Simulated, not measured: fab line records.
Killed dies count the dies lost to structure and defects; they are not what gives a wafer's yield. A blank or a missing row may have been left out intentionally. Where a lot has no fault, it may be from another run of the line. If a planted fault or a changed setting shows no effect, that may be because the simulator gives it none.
Which tool did it? | flow n5-finfet | 72 wafers from 24 lots sampled at 6 of the route's 1938 steps

WHAT EACH GAUGE READ, for each wafer
N5_MOL_CONTACT_COAG_INSPECT_42: inspects for defects (brightfield). Usual: raw-defect-count reads 200 (standard deviation 54).
lot  | measured     | on                | raw-defect-count | flag
L074 | day 5 08:31  | defect-inspect-01 | 242 175 147      |
L075 | day 5 09:49  | defect-inspect-02 | 198 136 190      |
L076 | day 5 16:26  | defect-inspect-02 | 122 113 160      |
L077 | day 5 21:11  | defect-inspect-01 | 231 280 291      |
L078 | day 6 07:13  | defect-inspect-02 | 164 177 183      |
L079 | day 6 11:16  | defect-inspect-01 | 267 207 287      |
L080 | day 6 20:11  | defect-inspect-02 | 135 258 159      |
L081 | day 6 20:47  | defect-inspect-01 | 171 163 168      |
L082 | day 7 07:25  | defect-inspect-01 | 227 288 186      |
L083 | day 7 11:46  | defect-inspect-01 | 218 386 321      |
L084 | day 7 14:06  | defect-inspect-01 | 231 247 206      |
L085 | day 7 21:56  | defect-inspect-01 | 109 223 152      |
L086 | day 8 02:42  | defect-inspect-02 | 198 174 132      |
L087 | day 8 09:20  | defect-inspect-01 | 110 161 201      |
L088 | day 8 15:12  | defect-inspect-01 | 255 224 222      |
L089 | day 8 22:34  | defect-inspect-01 | 194 153 175      |
L090 | day 9 03:44  | defect-inspect-02 | 183 251 203      |
L091 | day 9 08:56  | defect-inspect-02 | 175 197 149      |
L092 | day 9 16:28  | defect-inspect-01 | 245 213 254      |
L093 | day 9 23:14  | defect-inspect-02 | 152 306 137      |
L094 | day 10 06:19 | defect-inspect-01 | 176 161 206      |
L095 | day 10 07:06 | defect-inspect-01 | 137 164 125      |
L096 | day 10 20:19 | defect-inspect-01 | 252 132 147      |
L097 | day 11 03:59 | defect-inspect-01 | 219 189 178      |

N5_BEOL_M0_SAQP_CD_MEAS_29: target cd 14.4 nm. Usual: cd-nm reads 14.99 nm (standard deviation 0.25).
lot  | measured     | on        | cd-nm (nm)        | flag
L074 | day 5 19:55  | cd-sem-02 | 15.06 14.88 14.95 |
L075 | day 5 21:55  | cd-sem-01 | 14.76 15.00 14.85 |
L076 | day 6 03:11  | cd-sem-02 | 15.33 14.38 14.22 |
L077 | day 6 09:56  | cd-sem-03 | 15.42 14.74 15.23 |
L078 | day 6 19:44  | cd-sem-02 | 14.66 15.16 15.19 |
L079 | day 6 22:42  | cd-sem-01 | 15.26 15.01 15.25 |
L080 | day 7 07:35  | cd-sem-02 | 15.30 15.19 14.68 |
L081 | day 7 11:22  | cd-sem-02 | 14.69 15.24 14.89 |
L082 | day 7 19:49  | cd-sem-01 | 15.25 15.05 14.98 |
L083 | day 7 22:06  | cd-sem-01 | 14.77 14.58 14.67 |
L084 | day 8 02:43  | cd-sem-01 | 15.04 15.12 15.32 |
L085 | day 8 10:00  | cd-sem-01 | 14.93 14.92 15.25 |
L086 | day 8 15:16  | cd-sem-03 | 14.99 14.98 14.76 |
L087 | day 8 22:31  | cd-sem-01 | 15.37 15.04 14.75 |
L088 | day 9 03:01  | cd-sem-01 | 15.01 14.72 14.77 |
L089 | day 9 10:05  | cd-sem-02 | 15.00 14.98 14.87 |
L090 | day 9 15:33  | cd-sem-02 | 14.69 14.95 15.37 |
L091 | day 9 19:43  | cd-sem-03 | 15.16 15.05 15.22 |
L092 | day 11 01:39 | cd-sem-03 | 15.27 15.23 15.32 |
L093 | day 11 01:52 | cd-sem-01 | 14.98 14.99 14.70 |
L094 | day 11 02:04 | cd-sem-01 | 14.75 15.32 15.56 |
L095 | day 11 02:23 | cd-sem-03 | 15.10 15.31 14.83 |
L096 | day 11 06:22 | cd-sem-03 | 15.13 15.08 14.87 |
L097 | day 11 14:19 | cd-sem-02 | 15.01 14.65 14.64 |

WHICH TOOL RAN EACH LOT (tool, then ch and the chambers of the sampled wafers, then the start)
lot  | N5_MOL_CONTACT_COAG_ETCH_47        | N5_MOL_CONTACT_COAG_ETCHBACK_134   | N5_BEOL_M0_SAQP_PECVD_03        | N5_BEOL_M0_SAQP_MANDREL_ETCH_103
L074 | rie-diel-06 ch 1,3, day 5 07:42    | rie-diel-04 ch 1,2, day 5 09:07    | pecvd-01 ch 0,1, day 5 14:53    | rie-si-04 ch 1,3, day 5 17:31
L075 | rie-diel-04 ch 1,2,3, day 5 09:03  | rie-diel-05 ch 2,3, day 5 10:20    | pecvd-02 ch 0,2, day 5 17:20    | rie-si-02 ch 0,1,3, day 5 20:16
L076 | rie-diel-04 ch 0,1,3, day 5 15:49  | rie-diel-04 ch 1,2,3, day 5 16:57  | pecvd-04 ch 1,2, day 5 22:13    | rie-si-02 ch 0,3, day 6 01:36
L077 | rie-diel-06 ch 0,1,2, day 5 20:33  | rie-diel-04 ch 0,1, day 5 21:37    | pecvd-01 ch 0,2, day 6 05:41    | rie-si-02 ch 0,1,3, day 6 08:14
L078 | rie-diel-04 ch 1,2, day 6 06:34    | rie-diel-05 ch 0,1,2, day 6 08:34  | pecvd-04 ch 0,1,2, day 6 14:53  | rie-si-01 ch 1,2, day 6 17:34
L079 | rie-diel-06 ch 0,1, day 6 10:29    | rie-diel-06 ch 0,2, day 6 11:37    | pecvd-04 ch 0,1,2, day 6 17:46  | rie-si-02 ch 0,1,2, day 6 20:43
L080 | rie-diel-04 ch 1,3, day 6 19:22    | rie-diel-04 ch 1,2,3, day 6 20:48  | pecvd-01 ch 0,1, day 7 02:31    | rie-si-02 ch 1,3, day 7 05:53
L081 | rie-diel-06 ch 2,3, day 6 20:09    | rie-diel-06 ch 0,2, day 6 21:28    | pecvd-04 ch 0,1,2, day 7 05:53  | rie-si-04 ch 1,2, day 7 09:10
L082 | rie-diel-06 ch 1,2,3, day 7 06:47  | rie-diel-04 ch 1,2,3, day 7 08:19  | pecvd-02 ch 0,1,2, day 7 13:50  | rie-si-04 ch 0,2,3, day 7 17:04
L083 | rie-diel-04 ch 0,3, day 7 10:59    | rie-diel-05 ch 2,3, day 7 12:06    | pecvd-02 ch 1,2, day 7 17:47    | rie-si-01 ch 0,1,2, day 7 20:23
L084 | rie-diel-05 ch 0,1,3, day 7 13:20  | rie-diel-05 ch 1,2,3, day 7 15:21  | pecvd-04 ch 1,2, day 7 21:25    | rie-si-04 ch 0,2, day 8 00:39
L085 | rie-diel-05 ch 1,3, day 7 21:10    | rie-diel-05 ch 1,2,3, day 7 22:40  | pecvd-01 ch 1,2, day 8 05:34    | rie-si-04 ch 0,2, day 8 08:25
L086 | rie-diel-06 ch 1,2,3, day 8 01:57  | rie-diel-05 ch 0,2, day 8 03:09    | pecvd-02 ch 0,1, day 8 09:10    | rie-si-02 ch 1,2,3, day 8 13:02
L087 | rie-diel-05 ch 0,3, day 8 08:41    | rie-diel-06 ch 0,2,3, day 8 09:44  | pecvd-01 ch 0,1,2, day 8 15:10  | rie-si-04 ch 0,2, day 8 19:25
L088 | rie-diel-06 ch 0,3, day 8 14:34    | rie-diel-06 ch 0,1, day 8 17:20    | pecvd-01 ch 0,1,2, day 8 22:24  | rie-si-01 ch 0,2,3, day 9 00:58
L089 | rie-diel-05 ch 2,3, day 8 21:48    | rie-diel-05 ch 0,1,2, day 8 23:02  | pecvd-02 ch 0,1,2, day 9 04:34  | rie-si-04 ch 0,1,3, day 9 07:19
L090 | rie-diel-04 ch 0,3, day 9 03:06    | rie-diel-04 ch 0,2, day 9 04:36    | pecvd-01 ch 1,2, day 9 10:55    | rie-si-01 ch 1,2,3, day 9 13:35
L091 | rie-diel-04 ch 0,2,3, day 9 08:18  | rie-diel-04 ch 0,2,3, day 9 09:17  | pecvd-04 ch 0,2, day 9 15:12    | rie-si-02 ch 1,2,3, day 9 18:08
L092 | rie-diel-04 ch 0,1,2, day 9 15:41  | rie-diel-04 ch 2,3, day 9 16:49    | pecvd-01 ch 0,1,2, day 10 18:49 | rie-si-04 ch 2,3, day 10 22:14
L093 | rie-diel-05 ch 1,2,3, day 9 22:29  | rie-diel-05 ch 0,1,3, day 9 23:35  | pecvd-04 ch 1,2, day 10 19:05   | rie-si-02 ch 0,1,3, day 10 22:47
L094 | rie-diel-06 ch 1,2,3, day 10 05:39 | rie-diel-06 ch 1,3, day 10 06:41   | pecvd-04 ch 0,1, day 10 19:27   | rie-si-04 ch 0,2,3, day 10 22:37
L095 | rie-diel-04 ch 0,2, day 10 06:28   | rie-diel-05 ch 1,2,3, day 10 07:27 | pecvd-02 ch 1,2, day 10 19:43   | rie-si-04 ch 0,2,3, day 10 22:57
L096 | rie-diel-06 ch 1,2,3, day 10 19:41 | rie-diel-05 ch 1,2,3, day 10 20:40 | pecvd-02 ch 1,2, day 11 01:47   | rie-si-04 ch 0,2,3, day 11 04:22
L097 | rie-diel-06 ch 1,2,3, day 11 03:10 | rie-diel-06 ch 0,1,3, day 11 04:37 | pecvd-01 ch 0,1,2, day 11 10:00 | rie-si-01 ch 0,1,3, day 11 12:41
- N5_MOL_CONTACT_COAG_ETCH_47: etches SiNx in CH3F/O2, stops on W, target depth 27 nm.
- N5_MOL_CONTACT_COAG_ETCHBACK_134: etches SiO2 in CHF3, target depth 10 nm, time 6.7 s.
- N5_BEOL_M0_SAQP_PECVD_03: deposits SiCN from 3MS/NH3, target thk 12 nm, time 21.1 s.
- N5_BEOL_M0_SAQP_MANDREL_ETCH_103: etches a-Si in HBr/Cl2, stops on SiCN, target depth 45 nm, bt time 10 s, time 27 s.

WHAT THE TOOLS THEMSELVES READ (means of the sampled wafers that have a number; where no wafer has one, the mark that the record gives instead)
N5_MOL_CONTACT_COAG_ETCH_47. Usual: drypump-motor-current-A 5.7 A, standard deviation 0.58; etch-rf-on-time-s 31.1 s, standard deviation 0.5; oes-product-au 0.70 a.u., standard deviation 0.082; rf-vpp-V 302 V, standard deviation 7.8; showerhead-plenum-p-Torr 2.01 Torr, standard deviation 0.072; throttle-valve-pct 16.41 %, standard deviation 0.3.
lot  | tool        | drypump-motor-current-A (A) | etch-rf-on-time-s (s) | oes-product-au (a.u.) | rf-vpp-V (V) | showerhead-plenum-p-Torr (Torr) | throttle-valve-pct (%) | flag
L074 | rie-diel-06 | 5.5                         | 31.0                  | 0.71                  | 303          | 2.00                            | 16.29                  |
L075 | rie-diel-04 | 5.9                         | 31.2                  | 0.66                  | 302          | 1.99                            | 16.69                  |
L076 | rie-diel-04 | 6.3                         | 31.3                  | 0.67                  | 303          | 2.03                            | 16.65                  |
L077 | rie-diel-06 | 5.4                         | 31.6                  | 0.66                  | 296          | 2.02                            | 16.42                  |
L078 | rie-diel-04 | 5.8                         | 31.0                  | 0.62                  | 302          | 1.98                            | 16.66                  |
L079 | rie-diel-06 | 5.3                         | 31.4                  | 0.64                  | 290          | 1.97                            | 16.53                  |
L080 | rie-diel-04 | 6.1                         | 31.2                  | 0.68                  | 301          | 1.99                            | 16.76                  |
L081 | rie-diel-06 | 5.3                         | 31.2                  | 0.72                  | 308          | 2.10                            | 16.18                  |
L082 | rie-diel-06 | 5.3                         | 31.2                  | 0.70                  | 302          | 2.04                            | 16.30                  |
L083 | rie-diel-04 | 6.4                         | 31.3                  | 0.69                  | 307          | 1.99                            | 16.57                  |
L084 | rie-diel-05 | 5.5                         | 30.7                  | 0.70                  | 302          | 1.94                            | 16.50                  |
L085 | rie-diel-05 | 5.6                         | 30.9                  | 0.69                  | 302          | 1.93                            | 16.53                  |
L086 | rie-diel-06 | 5.3                         | 31.1                  | 0.69                  | 302          | 2.04                            | 16.31                  |
L087 | rie-diel-05 | 5.8                         | 30.1                  | 0.78                  | 305          | 1.99                            | 16.32                  |
L088 | rie-diel-06 | 6.0                         | 31.3                  | 0.68                  | 303          | 1.99                            | 16.43                  |
L089 | rie-diel-05 | 6.0                         | 30.0                  | 0.82                  | 304          | 2.03                            | 16.03                  |
L090 | rie-diel-04 | 6.5                         | 31.5                  | 0.66                  | 309          | 2.03                            | 16.49                  |
L091 | rie-diel-04 | 6.2                         | 31.2                  | 0.73                  | 307          | 1.98                            | 16.39                  |
L092 | rie-diel-04 | 6.1                         | 31.1                  | 0.71                  | 303          | 2.02                            | 16.51                  |
L093 | rie-diel-05 | 5.6                         | 30.2                  | 0.81                  | 302          | 2.05                            | 16.08                  |
L094 | rie-diel-06 | 5.2                         | 31.4                  | 0.67                  | 301          | 2.03                            | 16.35                  |
L095 | rie-diel-04 | 6.4                         | 31.0                  | 0.72                  | 309          | 2.02                            | 16.31                  |
L096 | rie-diel-06 | 5.3                         | 31.4                  | 0.67                  | 302          | 2.03                            | 16.36                  |
L097 | rie-diel-06 | 5.3                         | 31.4                  | 0.66                  | 302          | 2.03                            | 16.36                  |

N5_MOL_CONTACT_COAG_ETCHBACK_134. Usual: drypump-motor-current-A 5.7 A, standard deviation 0.58; oes-product-au 0.80 a.u., standard deviation 0.11; rf-vpp-V 532 V, standard deviation 13; showerhead-plenum-p-Torr 2.39 Torr, standard deviation 0.084; throttle-valve-pct 18.8 %, standard deviation 0.33.
lot  | tool        | drypump-motor-current-A (A) | oes-product-au (a.u.) | rf-vpp-V (V) | showerhead-plenum-p-Torr (Torr) | throttle-valve-pct (%) | flag
L074 | rie-diel-04 | 5.8                         | 0.71                  | 522          | 2.42                            | 19.2                   |
L075 | rie-diel-05 | 6.0                         | 0.78                  | 534          | 2.43                            | 18.6                   |
L076 | rie-diel-04 | 5.9                         | 0.74                  | 532          | 2.37                            | 19.1                   |
L077 | rie-diel-04 | 6.1                         | 0.73                  | 526          | 2.46                            | 19.2                   |
L078 | rie-diel-05 | 5.1                         | 0.76                  | 525          | 2.30                            | 18.7                   |
L079 | rie-diel-06 | 5.5                         | 0.77                  | 533          | 2.47                            | 18.7                   |
L080 | rie-diel-04 | 5.9                         | 0.71                  | 531          | 2.37                            | 19.1                   |
L081 | rie-diel-06 | 5.9                         | 0.73                  | 523          | 2.40                            | 18.9                   |
L082 | rie-diel-04 | 5.9                         | 0.71                  | 531          | 2.37                            | 19.1                   |
L083 | rie-diel-05 | 6.0                         | 0.95                  | 535          | 2.42                            | 18.4                   |
L084 | rie-diel-05 | 5.6                         | 0.85                  | 529          | 2.35                            | 18.6                   |
L085 | rie-diel-05 | 5.6                         | 0.83                  | 529          | 2.35                            | 18.6                   |
L086 | rie-diel-05 | 5.1                         | 0.81                  | 523          | 2.35                            | 18.5                   |
L087 | rie-diel-06 | 5.8                         | 0.76                  | 534          | 2.42                            | 18.8                   |
L088 | rie-diel-06 | 5.7                         | 0.69                  | 511          | 2.34                            | 19.0                   |
L089 | rie-diel-05 | 5.1                         | 0.85                  | 527          | 2.39                            | 18.7                   |
L090 | rie-diel-04 | 6.0                         | 0.88                  | 544          | 2.36                            | 18.6                   |
L091 | rie-diel-04 | 6.2                         | 0.81                  | 543          | 2.36                            | 18.8                   |
L092 | rie-diel-04 | 6.0                         | 0.82                  | 540          | 2.32                            | 18.9                   |
L093 | rie-diel-05 | 5.5                         | 0.97                  | 537          | 2.50                            | 18.6                   |
L094 | rie-diel-06 | 5.5                         | 0.75                  | 535          | 2.37                            | 18.7                   |
L095 | rie-diel-05 | 5.6                         | 0.90                  | 532          | 2.44                            | 18.5                   |
L096 | rie-diel-05 | 5.6                         | 0.90                  | 532          | 2.44                            | 18.5                   |
L097 | rie-diel-06 | 5.6                         | 0.81                  | 524          | 2.35                            | 18.8                   |

N5_BEOL_M0_SAQP_PECVD_03. Usual: showerhead-plenum-p-Torr 3.669 Torr, standard deviation 0.014; throttle-valve-pct 9.3 %, standard deviation 0.46.
lot  | tool     | showerhead-plenum-p-Torr (Torr) | throttle-valve-pct (%) | flag
L074 | pecvd-01 | 3.667                           | 9.3                    |
L075 | pecvd-02 | 3.652                           | 9.3                    |
L076 | pecvd-04 | 3.664                           | 9.3                    |
L077 | pecvd-01 | 3.674                           | 8.8                    |
L078 | pecvd-04 | 3.665                           | 9.5                    |
L079 | pecvd-04 | 3.666                           | 9.3                    |
L080 | pecvd-01 | 3.674                           | 9.4                    |
L081 | pecvd-04 | 3.670                           | 9.3                    |
L082 | pecvd-02 | 3.665                           | 9.1                    |
L083 | pecvd-02 | 3.676                           | 9.3                    |
L084 | pecvd-04 | 3.666                           | 9.4                    |
L085 | pecvd-01 | 3.671                           | 9.2                    |
L086 | pecvd-02 | 3.680                           | 9.6                    |
L087 | pecvd-01 | 3.669                           | 9.2                    |
L088 | pecvd-01 | 3.675                           | 9.3                    |
L089 | pecvd-02 | 3.664                           | 9.3                    |
L090 | pecvd-01 | 3.669                           | 9.1                    |
L091 | pecvd-04 | 3.668                           | 9.0                    |
L092 | pecvd-01 | 3.673                           | 9.1                    |
L093 | pecvd-04 | 3.666                           | 9.2                    |
L094 | pecvd-04 | 3.669                           | 9.6                    |
L095 | pecvd-02 | 3.659                           | 9.2                    |
L096 | pecvd-02 | 3.663                           | 9.1                    |
L097 | pecvd-01 | 3.670                           | 9.3                    |

N5_BEOL_M0_SAQP_MANDREL_ETCH_103. Usual: drypump-motor-current-A 5.5 A, standard deviation 0.42; oes-product-au 0.677 a.u., standard deviation 0.014; throttle-valve-pct 35.4 %, standard deviation 0.43.
lot  | tool      | drypump-motor-current-A (A) | oes-product-au (a.u.) | throttle-valve-pct (%) | flag
L074 | rie-si-04 | 5.6                         | 0.681                 | 35.6                   |
L075 | rie-si-02 | 5.7                         | 0.667                 | 35.4                   |
L076 | rie-si-02 | 5.8                         | 0.678                 | 35.8                   |
L077 | rie-si-02 | 5.7                         | 0.671                 | 35.4                   |
L078 | rie-si-01 | 5.0                         | 0.689                 | 35.4                   |
L079 | rie-si-02 | 5.7                         | 0.672                 | 35.4                   |
L080 | rie-si-02 | 5.6                         | 0.683                 | 34.9                   |
L081 | rie-si-04 | 5.3                         | 0.686                 | 35.5                   |
L082 | rie-si-04 | 5.3                         | 0.663                 | 35.5                   |
L083 | rie-si-01 | 5.3                         | 0.698                 | 35.1                   |
L084 | rie-si-04 | 5.3                         | 0.686                 | 35.6                   |
L085 | rie-si-04 | 5.3                         | 0.681                 | 35.6                   |
L086 | rie-si-02 | 5.5                         | 0.677                 | 35.1                   |
L087 | rie-si-04 | 5.6                         | 0.675                 | 35.8                   |
L088 | rie-si-01 | 5.8                         | 0.679                 | 35.0                   |
L089 | rie-si-04 | 5.6                         | 0.674                 | 35.6                   |
L090 | rie-si-01 | 5.5                         | 0.677                 | 35.3                   |
L091 | rie-si-02 | 5.5                         | 0.678                 | 35.1                   |
L092 | rie-si-04 | 5.1                         | 0.679                 | 35.4                   |
L093 | rie-si-02 | 5.7                         | 0.687                 | 35.3                   |
L094 | rie-si-04 | 5.3                         | 0.679                 | 35.5                   |
L095 | rie-si-04 | 5.3                         | 0.666                 | 35.5                   |
L096 | rie-si-04 | 5.4                         | 0.666                 | 35.5                   |
L097 | rie-si-01 | 5.9                         | 0.678                 | 35.0                   |

THE ANSWER, worked out from the rows above alone
Rule: a lot is off if the mean of its wafers that have a number lies more than 3 standard deviations from the usual mean. A lot without any number at a reading at which 4 lots or more have one is off too. Any other lot the step has rows for is counted as sound. The gauges are gone through in route order, then the tools' own readings, and for those a lot's mean is taken as printed above. The first step at which some lot is off is used, and at that step the reading that is off furthest; a lot without a number counts as furthest.
Nothing can be told from this: no lot is off at any reading shown.

WHAT WAS PUT IN BY THE SIMULATOR
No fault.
